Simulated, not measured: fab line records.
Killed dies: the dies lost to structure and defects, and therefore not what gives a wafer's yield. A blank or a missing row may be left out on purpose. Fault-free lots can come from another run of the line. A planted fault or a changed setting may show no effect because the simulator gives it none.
What tool caused it? ; flow n5_finfet ; 24 lots with 72 wafers sampled at 5 steps, on a route of 1938 steps

WHAT EACH GAUGE READ, for each wafer
N5_BEOL_M5_RS_MEAS_57: the measuring method here is four-point-probe.
lot;measured;on;M5_RS (ohm/sq)
L074;day 8 15:26;film_metro-01;0.389 0.380 0.378
L076;day 9 06:50;film_metro-02;0.395 0.379 0.404
L075;day 9 23:04;film_metro-01;0.376 0.389 0.387
L078;day 10 05:04;film_metro-02;0.377 0.381 0.376
L077;day 10 12:34;film_metro-02;0.425 0.397 0.408
L083;day 11 04:31;film_metro-02;0.389 0.412 0.398
L079;day 11 06:01;film_metro-01;0.375 0.385 0.383
L081;day 11 09:56;film_metro-01;0.378 0.379 0.387
L080;day 11 11:46;film_metro-01;0.411 0.389 0.378
L082;day 11 19:48;film_metro-02;0.385 0.385 0.398
L084;day 11 23:23;film_metro-02;0.389 0.394 0.377
L087;day 12 02:17;film_metro-02;0.389 0.387 0.395
L085;day 12 12:59;film_metro-01;0.392 0.391 0.399
L086;day 12 18:25;film_metro-02;0.389 0.379 0.394
L090;day 12 23:08;film_metro-01;0.376 0.388 0.389
L088;day 13 04:10;film_metro-02;0.393 0.392 0.384
L089;day 13 09:08;film_metro-01;0.377 0.388 0.381
L091;day 13 23:23;film_metro-01;0.378 0.369 0.378
L092;day 14 01:08;film_metro-01;0.377 0.378 0.391
L093;day 14 04:58;film_metro-01;0.387 0.387 0.395
L096;day 14 09:04;film_metro-01;0.383 0.383 0.375
L094;day 14 11:20;film_metro-01;0.398 0.388 0.380
L095;day 14 14:43;film_metro-01;0.387 0.361 0.384
L097;day 15 09:49;film_metro-02;0.388 0.370 0.381

WHAT TOOL EACH LOT RAN ON (gives the tool, then ch and the chambers of the sampled wafers, and finally the start)
lot;N5_BEOL_M5_DESCUM_33;N5_BEOL_M5_STRIP_91;N5_BEOL_M5_ALD_86;N5_BEOL_M5_CO_CAP_78
L074;rie_diel-02 ch 1,2, day 8 07:32;rie_diel-02 ch 1,2, day 8 08:42 or earlier;ald_metal-03 ch 1,2,3, day 8 08:42;cvd_co-02 ch 0,1, day 8 15:15
L076;rie_diel-05 ch 1,3, day 8 23:51;rie_diel-05 ch 1,3, day 9 00:53 or earlier;ald_metal-02 ch 0,1, day 9 00:53;cvd_co-01 ch 1,2, day 9 06:37
L075;rie_diel-02 ch 1,3, day 9 15:32;rie_diel-02 ch 1,3, day 9 16:52 or earlier;ald_metal-03 ch 1,2, day 9 16:52;cvd_co-01 ch 0,1,2, day 9 22:53
L078;rie_diel-05 ch 0,1, day 9 21:55;rie_diel-05 ch 0,1, day 9 23:07 or earlier;ald_metal-03 ch 0,1,2, day 9 23:07;cvd_co-02 ch 0,1, day 10 04:53
L077;rie_diel-05 ch 1,3, day 10 04:52;rie_diel-05 ch 1,3, day 10 06:30 or earlier;ald_metal-03 ch 0,2,3, day 10 06:30;cvd_co-01 ch 0,2, day 10 12:23
L083;rie_diel-04 ch 0,1,3, day 10 20:47;rie_diel-04 ch 0,1,3, day 10 22:27 or earlier;ald_metal-02 ch 0,3, day 10 22:27;cvd_co-01 ch 1,2, day 11 04:20
L079;rie_diel-04 ch 0,1,2, day 10 21:19;rie_diel-04 ch 0,1,2, day 10 23:00 or earlier;ald_metal-03 ch 1,2, day 10 23:00;cvd_co-01 ch 1,2, day 11 05:50
L081;rie_diel-02 ch 0,1,2, day 10 23:17;rie_diel-02 ch 0,1,2, day 11 03:58 or earlier;ald_metal-02 ch 1,2, day 11 03:58;cvd_co-01 ch 1,2, day 11 09:45
L080;rie_diel-05 ch 0,3, day 11 03:19;rie_diel-05 ch 0,3, day 11 04:49 or earlier;ald_metal-01 ch 1,3, day 11 04:49;cvd_co-02 ch 1,2, day 11 11:35
L082;rie_diel-04 ch 1,2, day 11 12:29;rie_diel-04 ch 1,2, day 11 13:49 or earlier;ald_metal-03 ch 0,3, day 11 13:49;cvd_co-01 ch 1,2, day 11 19:37
L084;rie_diel-04 ch 0,2,3, day 11 15:51;rie_diel-04 ch 0,2,3, day 11 17:13 or earlier;ald_metal-03 ch 0,1,3, day 11 17:13;cvd_co-01 ch 1,2, day 11 23:12
L087;rie_diel-04 ch 0,1, day 11 18:48;rie_diel-04 ch 0,1, day 11 20:13 or earlier;ald_metal-01 ch 0,1,2, day 11 20:13;cvd_co-02 ch 0,1,2, day 12 02:06
L085;rie_diel-02 ch 1,2, day 12 05:22;rie_diel-02 ch 1,2, day 12 06:29 or earlier;ald_metal-01 ch 0,1,2, day 12 06:29;cvd_co-02 ch 1,2, day 12 12:49
L086;rie_diel-04 ch 0,1,3, day 12 10:48;rie_diel-04 ch 0,1,3, day 12 11:53 or earlier;ald_metal-01 ch 0,1,2, day 12 11:53;cvd_co-01 ch 1,2, day 12 18:13
L090;rie_diel-04 ch 2,3, day 12 15:52;rie_diel-04 ch 2,3, day 12 17:14 or earlier;ald_metal-03 ch 0,2,3, day 12 17:14;cvd_co-01 ch 1,2, day 12 22:58
L088;rie_diel-02 ch 0,1,2, day 12 20:07;rie_diel-02 ch 0,1,2, day 12 21:22 or earlier;ald_metal-03 ch 0,2,3, day 12 21:22;cvd_co-02 ch 0,1,2, day 13 03:57
L089;rie_diel-05 ch 0,2, day 13 01:53;rie_diel-05 ch 0,2, day 13 03:02 or earlier;ald_metal-01 ch 0,2,3, day 13 03:02;cvd_co-02 ch 0,1, day 13 08:57
L091;rie_diel-04 ch 0,2,3, day 13 16:04;rie_diel-04 ch 0,2,3, day 13 17:22 or earlier;ald_metal-03 ch 0,1,2, day 13 17:22;cvd_co-02 ch 0,2, day 13 23:11
L092;rie_diel-04 ch 0,2,3, day 13 16:31;rie_diel-04 ch 0,2,3, day 13 17:50 or earlier;ald_metal-02 ch 0,3, day 13 17:50;cvd_co-01 ch 0,2, day 14 00:57
L093;rie_diel-05 ch 0,1, day 13 19:37;rie_diel-05 ch 0,1, day 13 22:37 or earlier;ald_metal-02 ch 1,3, day 13 22:37;cvd_co-01 ch 0,1,2, day 14 04:47
L096;rie_diel-05 ch 1,2, day 14 01:03;rie_diel-05 ch 1,2, day 14 02:27 or earlier;ald_metal-03 ch 2,3, day 14 02:27;cvd_co-02 ch 1,2, day 14 08:51
L094;rie_diel-05 ch 1,2, day 14 01:38;rie_diel-05 ch 1,2, day 14 03:08 or earlier;ald_metal-01 ch 0,2, day 14 03:08;cvd_co-02 ch 1,2, day 14 11:07
L095;rie_diel-04 ch 0,2,3, day 14 07:28;rie_diel-04 ch 0,2,3, day 14 08:43 or earlier;ald_metal-02 ch 0,1, day 14 08:43;cvd_co-02 ch 0,1,2, day 14 14:32
L097;rie_diel-05 ch 1,2,3, day 15 02:24;rie_diel-05 ch 1,2,3, day 15 03:35 or earlier;ald_metal-03 ch 1,3, day 15 03:35;cvd_co-02 ch 0,1, day 15 09:37
- N5_BEOL_M5_DESCUM_33: chemistry O2, time 7 s.
- N5_BEOL_M5_STRIP_91: strips in N2/H2, time 10 s.
- N5_BEOL_M5_ALD_86: deposits TaN, pulse time 2 s, purge time 3 s, co reactant purge time 2 s.
- N5_BEOL_M5_CO_CAP_78: material Co, precursor CCTBA/H2, target thk 2 nm, time 102.1 s.

AS READ BY THE TOOLS THEMSELVES (means over the sampled wafers that have a number; for cases with no such wafer, the mark the record gives instead)
N5_BEOL_M5_DESCUM_33.
lot;tool;chamber_pressure_mTorr (mTorr);drypump_motor_current_A (A);oes_product_au (a.u.);rf_vpp_V (V);showerhead_plenum_p_Torr (Torr);temp_c (C);throttle_valve_pct (%)
L074;rie_diel-02;20.001;5.8;0.89;244.2;2.18;40.05;20.08
L076;rie_diel-05;19.998;6.0;0.71;242.3;2.07;40.04;20.85
L075;rie_diel-02;20.000;5.5;0.86;244.7;2.17;40.01;20.22
L078;rie_diel-05;19.982;6.3;0.69;243.9;2.07;40.10;20.64
L077;rie_diel-05;20.006;6.0;0.71;243.4;2.07;39.88;20.87
L083;rie_diel-04;19.992;6.1;0.81;242.8;2.10;40.00;20.56
L079;rie_diel-04;19.979;6.1;0.73;243.1;2.08;40.04;20.58
L081;rie_diel-02;20.007;5.8;0.78;244.3;2.13;40.00;20.39
L080;rie_diel-05;20.018;5.5;0.68;242.1;2.06;39.96;20.70
L082;rie_diel-04;20.001;6.3;0.74;242.7;2.06;40.07;20.60
L084;rie_diel-04;20.005;5.8;0.80;244.4;2.16;40.04;20.54
L087;rie_diel-04;20.010;6.4;0.72;241.7;2.03;40.03;20.63
L085;rie_diel-02;19.992;5.8;0.84;245.0;2.17;39.99;20.12
L086;rie_diel-04;20.004;6.1;0.79;242.6;2.10;40.00;20.59
L090;rie_diel-04;19.987;5.5;0.80;243.9;2.19;39.93;20.51
L088;rie_diel-02;20.012;5.9;0.77;243.7;2.12;40.04;20.41
L089;rie_diel-05;20.014;5.4;0.75;242.6;2.05;40.03;20.41
L091;rie_diel-04;20.011;5.8;0.79;243.7;2.15;40.01;20.56
L092;rie_diel-04;19.991;5.7;0.78;243.9;2.15;39.91;20.56
L093;rie_diel-05;20.003;5.9;0.67;242.5;2.05;40.05;20.64
L096;rie_diel-05;19.988;5.9;0.81;242.2;2.04;40.03;20.27
L094;rie_diel-05;19.986;6.3;0.74;242.9;2.05;39.93;20.49
L095;rie_diel-04;20.002;5.7;0.78;243.8;2.15;40.06;20.56
L097;rie_diel-05;19.992;5.9;0.74;242.7;2.05;39.93;20.60

N5_BEOL_M5_STRIP_91.
lot;tool;chamber_pressure_mTorr (mTorr);drypump_motor_current_A (A);oes_product_au (a.u.);rf_vpp_V (V);showerhead_plenum_p_Torr (Torr);temp_c (C);throttle_valve_pct (%)
L074;rie_diel-02;19.992;5.8;0.90;59.3;2.66;39.91;23.33
L076;rie_diel-05;20.000;6.0;0.71;57.8;2.51;40.00;23.96
L075;rie_diel-02;19.987;5.5;0.86;60.8;2.65;39.97;23.51
L078;rie_diel-05;20.012;6.3;0.69;58.8;2.51;39.92;23.79
L077;rie_diel-05;20.017;6.0;0.70;60.0;2.51;39.89;23.98
L083;rie_diel-04;19.990;6.1;0.82;59.7;2.55;39.95;23.69
L079;rie_diel-04;19.997;6.1;0.74;58.8;2.52;39.98;23.71
L081;rie_diel-02;20.002;5.8;0.78;58.7;2.59;39.95;23.64
L080;rie_diel-05;19.993;5.5;0.69;58.8;2.51;40.11;23.83
L082;rie_diel-04;20.007;6.2;0.74;58.8;2.49;40.01;23.89
L084;rie_diel-04;19.984;5.8;0.80;59.4;2.61;39.91;23.56
L087;rie_diel-04;20.006;6.4;0.73;59.3;2.45;39.99;23.85
L085;rie_diel-02;20.019;5.8;0.84;59.0;2.65;39.99;23.36
L086;rie_diel-04;20.009;6.1;0.80;58.4;2.54;39.95;23.70
L090;rie_diel-04;19.990;5.5;0.80;59.8;2.65;39.94;23.60
L088;rie_diel-02;19.995;5.8;0.77;59.8;2.58;39.93;23.66
L089;rie_diel-05;20.017;5.4;0.75;60.1;2.50;39.85;23.66
L091;rie_diel-04;19.981;5.8;0.78;59.3;2.61;39.92;23.59
L092;rie_diel-04;20.005;5.7;0.79;59.4;2.61;39.89;23.56
L093;rie_diel-05;19.999;5.8;0.66;59.3;2.50;40.13;23.79
L096;rie_diel-05;19.988;5.9;0.81;59.5;2.49;40.04;23.62
L094;rie_diel-05;19.990;6.3;0.74;59.2;2.49;40.06;23.74
L095;rie_diel-04;19.995;5.8;0.78;59.1;2.60;40.00;23.58
L097;rie_diel-05;19.986;5.9;0.74;58.7;2.49;40.03;23.83

N5_BEOL_M5_ALD_86.
lot;tool;heater_power_w (W);mfc_carrier_sccm (sccm);precursor_vessel_carrier_sccm (sccm)
L074;ald_metal-03;433;1504;998
L076;ald_metal-02;362;1499;1002
L075;ald_metal-03;431;1498;995
L078;ald_metal-03;439;1501;999
L077;ald_metal-03;433;1500;999
L083;ald_metal-02;402;1500;1001
L079;ald_metal-03;450;1498;1001
L081;ald_metal-02;396;1503;998
L080;ald_metal-01;416;1502;1003
L082;ald_metal-03;423;1505;1001
L084;ald_metal-03;418;1496;1001
L087;ald_metal-01;442;1504;1002
L085;ald_metal-01;439;1500;999
L086;ald_metal-01;444;1509;998
L090;ald_metal-03;437;1498;1000
L088;ald_metal-03;435;1499;1001
L089;ald_metal-01;422;1500;1001
L091;ald_metal-03;441;1498;997
L092;ald_metal-02;368;1498;1000
L093;ald_metal-02;414;1495;999
L096;ald_metal-03;448;1498;999
L094;ald_metal-01;446;1496;1002
L095;ald_metal-02;362;1502;1000
L097;ald_metal-03;406;1504;996

N5_BEOL_M5_CO_CAP_78.
lot;tool;heater_power_w (W)
L074;cvd_co-02;217
L076;cvd_co-01;233
L075;cvd_co-01;249
L078;cvd_co-02;222
L077;cvd_co-01;219
L083;cvd_co-01;241
L079;cvd_co-01;271
L081;cvd_co-01;239
L080;cvd_co-02;235
L082;cvd_co-01;236
L084;cvd_co-01;269
L087;cvd_co-02;224
L085;cvd_co-02;234
L086;cvd_co-01;240
L090;cvd_co-01;264
L088;cvd_co-02;225
L089;cvd_co-02;219
L091;cvd_co-02;233
L092;cvd_co-01;225
L093;cvd_co-01;252
L096;cvd_co-02;233
L094;cvd_co-02;240
L095;cvd_co-02;226
L097;cvd_co-02;215

THE ANSWER, worked out from the rows above alone
Rule: the lots themselves supply what counts as usual. Put in order of their means at a reading, lots are off if they are a third of the lots or fewer, leave a main group of 4 or more, and stand apart from it by a gap of 3 or more times the standard deviation of the main group's means; of several such gaps the widest counts. A main group whose means are all the same, to the digits that the tables above print for the reading, isn't used. A lot without any number at a reading at which 4 lots or more have one is off too. Any other lot the step has rows for is counted as sound. The gauges are gone through in route order, then the tools' own readings, and for those a lot's mean is taken as printed above. At the first step where some lot is off, the reading lying furthest off is the one used; lots without a number count as furthest.
Across all readings shown, no lot is off: no conclusion can be drawn from this.

WHAT THE SIMULATOR PUT IN
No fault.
